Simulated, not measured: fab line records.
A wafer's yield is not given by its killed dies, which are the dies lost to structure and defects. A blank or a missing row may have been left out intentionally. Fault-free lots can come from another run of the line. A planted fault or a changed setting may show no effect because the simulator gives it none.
Matching of chambers ; flow n5 finfet ; N5_BEOL_M0_SAQP_PECVD_04 on pecvd-03 has 3 sister chambers
The step deposits a-Si from SiH4/He, target thk 60 nm, time 60.2 s. 6 wafers are shown with their chamber, then 11 later ones without.

EACH WAFER AND ITS CHAMBER
wafer;chamber;throttle valve pct (%);heater power w (W)
L082.5;2;18.0;625
L083.4;2;17.6;639
L084.3;1;20.0;656
L084.4;0;18.9;564
L084.5;1;20.0;660
L089.4;0;18.8;548

WAFERS WHOSE CHAMBER IS MISSING
wafer;throttle valve pct (%);heater power w (W)
L089.5;17.8;608
L089.6;20.1;728
L090.1;20.0;673
L090.3;18.8;579
L090.5;18.7;580
L092.2;20.2;728
L092.3;17.9;613
L092.6;18.8;594
L093.2;18.6;585
L093.3;20.1;656
L093.5;19.8;673

THE CHAMBER EACH PASSED THROUGH
wafer;from the rows above;in truth
L089.5;2;2
L089.6;1;1
L090.1;1;1
L090.3;0;0
L090.5;0;0
L092.2;1;1
L092.3;2;2
L092.6;0;0
L093.2;0;0
L093.3;1;1
L093.5;1;1
Correct placement for 11 of the 11. Number that these rows cannot place: 0. Wrongly placed: 0.
How it was worked out, from the rows above alone: a wafer's distance from a chamber is the root of the sum, over the readings, of the square of ((its reading less the chamber's mean) divided by the reading's scatter). If the next closest chamber is less than 2 further off than the closest, the wafer can't be placed; otherwise it belongs to the closest. The mean given for a chamber averages the wafers shown for that chamber. How the scatter is found: for the shown wafers, subtract from each reading the mean of its chamber, square and add these, divide the total by (wafers less chambers), then take the root.
